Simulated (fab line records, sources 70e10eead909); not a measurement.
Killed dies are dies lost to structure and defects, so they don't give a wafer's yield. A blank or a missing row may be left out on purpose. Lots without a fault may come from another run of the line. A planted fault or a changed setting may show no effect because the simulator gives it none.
Chamber matching | flow nand_harc | NHARC_P_GATE_DESCUM_13 on rie_diel-07: 4 sister chambers
The step chemistry O2, time 3 s. 4 wafers are shown with their chamber, then 10 later ones without.

WAFERS WITH THEIR CHAMBER
wafer  | chamber | showerhead_plenum_p_Torr (Torr)
L188.3 | 3       | 2.02
L190.3 | 1       | 2.04
L192.2 | 0       | 1.81
L192.4 | 2       | 1.86

WAFERS WITHOUT THEIR CHAMBER
wafer  | showerhead_plenum_p_Torr (Torr)
L192.5 | 1.81
L194.1 | 1.86
L194.4 | 2.02
L194.6 | 1.86
L195.1 | 1.86
L195.4 | 1.81
L195.6 | 2.04
L197.1 | 1.86
L197.4 | 1.81
L197.6 | 2.01

WHICH CHAMBER EACH WENT THROUGH
wafer  | from the rows above | in truth
L192.5 | 0                   | 0
L194.1 | 2                   | 2
L194.4 | 3                   | 3
L194.6 | 2                   | 2
L195.1 | 2                   | 2
L195.4 | 0                   | 0
L195.6 | 1                   | 1
L197.1 | 2                   | 2
L197.4 | 0                   | 0
L197.6 | 3                   | 3
Placed correctly: 10 of 10. Can't be placed from these rows: 0. Placed wrongly: 0.
How it was worked out, from the rows above alone: a wafer's distance from a chamber is the root of the sum, over the readings, of the square of ((its reading less the chamber's mean) divided by the reading's scatter). The wafer belongs to the nearest chamber; if the next one is less than 2 further off, it can't be placed. A chamber's mean is the mean of its shown wafers. The scatter: with one shown wafer a chamber, the root of the mean of the squares of how far each hidden wafer lies from its nearest shown one.
